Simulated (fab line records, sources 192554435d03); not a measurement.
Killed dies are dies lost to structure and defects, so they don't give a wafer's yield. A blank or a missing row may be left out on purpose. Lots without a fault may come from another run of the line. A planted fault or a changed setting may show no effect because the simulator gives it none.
Which tool did it? | flow n5_finfet | 23 lots, 69 wafers sampled, at 3 steps of a route of 1938

WHAT THE GAUGES READ, wafer by wafer
N5_MOL_CONTACT_COAG_CD_MEAS_08: target cd 28 nm.
lot  | measured     | on        | cd_nm (nm)
L074 | day 4 18:04  | cd_sem-02 | 28.02 28.11 27.72
L076 | day 5 01:46  | cd_sem-01 | 27.70 27.99 28.00
L075 | day 5 05:02  | cd_sem-01 | 28.04 28.03 27.87
L077 | day 5 12:17  | cd_sem-02 | 28.03 28.28 27.90
L078 | day 6 06:13  | cd_sem-03 | 28.11 27.99 28.24
L080 | day 6 10:59  | cd_sem-01 | 27.79 28.24 27.73
L081 | day 6 13:08  | cd_sem-01 | 28.31 27.85 28.06
L082 | day 6 13:50  | cd_sem-03 | 28.11 27.86 27.86
L083 | day 6 21:05  | cd_sem-01 | 27.92 27.28 28.11
L084 | day 7 05:10  | cd_sem-01 | 27.49 27.91 28.12
L085 | day 7 07:26  | cd_sem-01 | 27.94 28.38 28.16
L086 | day 8 00:25  | cd_sem-01 | 27.84 27.56 28.00
L087 | day 8 02:47  | cd_sem-01 | 28.46 27.61 28.28
L088 | day 8 05:56  | cd_sem-01 | 27.53 27.83 28.22
L089 | day 8 10:02  | cd_sem-03 | 28.24 27.81 28.46
L090 | day 8 18:01  | cd_sem-03 | 28.08 28.08 27.81
L091 | day 8 22:04  | cd_sem-03 | 27.99 27.90 27.91
L092 | day 9 02:52  | cd_sem-01 | 28.13 28.13 28.03
L093 | day 9 11:16  | cd_sem-01 | 28.01 28.00 27.92
L094 | day 9 17:10  | cd_sem-02 | 27.94 27.60 27.92
L095 | day 9 21:53  | cd_sem-01 | 27.74 27.91 27.85
L096 | day 10 09:38 | cd_sem-01 | 27.71 27.91 27.84
L097 | day 10 12:57 | cd_sem-02 | 28.24 27.90 28.07

WHICH TOOL RAN EACH LOT (tool, then ch and the chambers of the sampled wafers, then the start)
lot  | N5_GATE_CUT_CUT_ETCH_53           | N5_GATE_CUT_STRIP_21
L074 | rie_metal-01 ch 0,1, day 4 14:40  | plasma_asher-02 ch 0,1, day 4 14:58
L076 | rie_metal-03 ch 0,1, day 4 22:28  | plasma_asher-01 ch 0,1, day 4 22:46
L075 | rie_metal-02 ch 0,1, day 5 01:37  | plasma_asher-01 ch 0,1, day 5 01:55
L077 | rie_metal-01 ch 0,1, day 5 07:26  | plasma_asher-02 ch 0,1, day 5 07:43
L078 | rie_metal-02 ch 0,1, day 6 02:57  | plasma_asher-02 ch 0,1, day 6 03:15
L080 | rie_metal-02 ch 0,1, day 6 06:46  | plasma_asher-01 ch 1, day 6 07:04
L081 | rie_metal-02 ch 1, day 6 09:30    | plasma_asher-02 ch 0,1, day 6 10:02
L082 | rie_metal-02 ch 1, day 6 10:19    | plasma_asher-02 ch 0,1, day 6 10:51
L083 | rie_metal-02 ch 0,1, day 6 17:49  | plasma_asher-01 ch 0,1, day 6 18:06
L084 | rie_metal-02 ch 1, day 7 01:39    | plasma_asher-01 ch 0,1, day 7 02:11
L085 | rie_metal-01 ch 0,1, day 7 04:10  | plasma_asher-01 ch 0,1, day 7 04:28
L086 | rie_metal-01 ch 0,1, day 7 21:02  | plasma_asher-01 ch 0,1, day 7 21:20
L087 | rie_metal-02 ch 1, day 7 22:56    | plasma_asher-02 ch 0,1, day 7 23:14
L088 | rie_metal-01 ch 0,1, day 8 02:31  | plasma_asher-01 ch 0,1, day 8 02:48
L089 | rie_metal-01 ch 0,1, day 8 06:29  | plasma_asher-02 ch 0,1, day 8 06:49
L090 | rie_metal-01 ch 0,1, day 8 14:04  | plasma_asher-01 ch 0,1, day 8 14:22
L091 | rie_metal-03 ch 0,1, day 8 17:51  | plasma_asher-01 ch 0,1, day 8 18:08
L092 | rie_metal-03 ch 0,1, day 8 23:26  | plasma_asher-01 ch 0,1, day 8 23:46
L093 | rie_metal-03 ch 0,1, day 9 07:38  | plasma_asher-01 ch 0, day 9 08:16
L094 | rie_metal-03 ch 0,1, day 9 13:46  | plasma_asher-01 ch 0,1, day 9 14:04
L095 | rie_metal-03 ch 0,1, day 9 18:29  | plasma_asher-01 ch 0,1, day 9 18:47
L096 | rie_metal-02 ch 0,1, day 10 06:23 | plasma_asher-01 ch 0,1, day 10 06:41
L097 | rie_metal-01 ch 1, day 10 09:23   | plasma_asher-01 ch 0, day 10 09:56
- N5_GATE_CUT_CUT_ETCH_53: etches W in SF6/Cl2, target depth 79.2 nm.
- N5_GATE_CUT_STRIP_21: strips in N2/H2, time 30 s.

WHAT THE TOOLS THEMSELVES READ (means of the sampled wafers that have a number; where no wafer has one, the mark that the record gives instead)
N5_GATE_CUT_CUT_ETCH_53.
lot  | tool         | drypump_motor_current_A (A) | etch_rf_on_time_s (s) | oes_product_au (a.u.) | throttle_valve_pct (%)
L074 | rie_metal-01 | 5.3                         | 26.0                  | 0.81                  | 28.85
L076 | rie_metal-03 | 5.9                         | 27.0                  | 0.63                  | 28.85
L075 | rie_metal-02 | 5.8                         | 26.4                  | 0.70                  | 28.69
L077 | rie_metal-01 | 5.3                         | 25.9                  | 0.81                  | 28.85
L078 | rie_metal-02 | 6.0                         | 26.2                  | 0.67                  | 28.79
L080 | rie_metal-02 | 5.9                         | 26.5                  | 0.67                  | 28.79
L081 | rie_metal-02 | 6.1                         | 26.5                  | 0.65                  | 28.87
L082 | rie_metal-02 | 6.1                         | 26.3                  | 0.66                  | 28.87
L083 | rie_metal-02 | 6.0                         | 26.5                  | 0.66                  | 28.80
L084 | rie_metal-02 | 6.1                         | 26.5                  | 0.65                  | 28.87
L085 | rie_metal-01 | 5.3                         | 25.9                  | 0.80                  | 28.91
L086 | rie_metal-01 | 5.3                         | 26.0                  | 0.78                  | 28.86
L087 | rie_metal-02 | 6.1                         | 26.1                  | 0.65                  | 28.88
L088 | rie_metal-01 | 5.3                         | 26.0                  | 0.79                  | 28.90
L089 | rie_metal-01 | 5.3                         | 26.2                  | 0.78                  | 28.91
L090 | rie_metal-01 | 5.3                         | 26.2                  | 0.78                  | 28.92
L091 | rie_metal-03 | 5.9                         | 26.6                  | 0.72                  | 28.76
L092 | rie_metal-03 | 6.2                         | 25.9                  | 0.78                  | 28.94
L093 | rie_metal-03 | 6.1                         | 26.3                  | 0.77                  | 28.94
L094 | rie_metal-03 | 5.9                         | 26.9                  | 0.71                  | 28.75
L095 | rie_metal-03 | 6.1                         | 26.1                  | 0.77                  | 28.94
L096 | rie_metal-02 | 6.0                         | 25.9                  | 0.66                  | 28.80
L097 | rie_metal-01 | 5.3                         | 26.3                  | 0.75                  | 28.82

N5_GATE_CUT_STRIP_21.
lot  | tool            | drypump_motor_current_A (A) | heater_power_w (W)
L074 | plasma_asher-02 | 6.2                         | 298
L076 | plasma_asher-01 | 6.2                         | 334
L075 | plasma_asher-01 | 6.2                         | 335
L077 | plasma_asher-02 | 6.2                         | 298
L078 | plasma_asher-02 | 6.2                         | 297
L080 | plasma_asher-01 | 5.6                         | 374
L081 | plasma_asher-02 | 6.2                         | 298
L082 | plasma_asher-02 | 6.2                         | 299
L083 | plasma_asher-01 | 5.9                         | 355
L084 | plasma_asher-01 | 5.9                         | 357
L085 | plasma_asher-01 | 5.8                         | 353
L086 | plasma_asher-01 | 5.9                         | 357
L087 | plasma_asher-02 | 6.2                         | 296
L088 | plasma_asher-01 | 5.9                         | 355
L089 | plasma_asher-02 | 5.8                         | 299
L090 | plasma_asher-01 | 5.9                         | 358
L091 | plasma_asher-01 | 6.2                         | 335
L092 | plasma_asher-01 | 6.2                         | 334
L093 | plasma_asher-01 | 6.5                         | 316
L094 | plasma_asher-01 | 6.2                         | 340
L095 | plasma_asher-01 | 6.2                         | 338
L096 | plasma_asher-01 | 6.2                         | 335
L097 | plasma_asher-01 | 6.4                         | 315

THE ANSWER, worked out from the rows above alone
Rule: what is usual is taken from the lots themselves. Put in order of their means at a reading, lots are off if they are a third of the lots or fewer, leave a main group of 4 or more, and stand apart from it by a gap of 3 or more times the standard deviation of the main group's means; of several such gaps the widest counts. A main group whose means are all the same, to the digits that the tables above print for the reading, isn't used. A lot without any number at a reading at which 4 lots or more have one is off too. The other lots that the step has rows for count as sound. The gauges are gone through in route order, then the tools' own readings, and for those a lot's mean is taken as printed above. The first step at which some lot is off is used, and at that step the reading that is off furthest; a lot without a number counts as furthest.
No lot is off at any reading shown: from this, nothing can be told.

WHAT THE SIMULATOR HAD PUT IN
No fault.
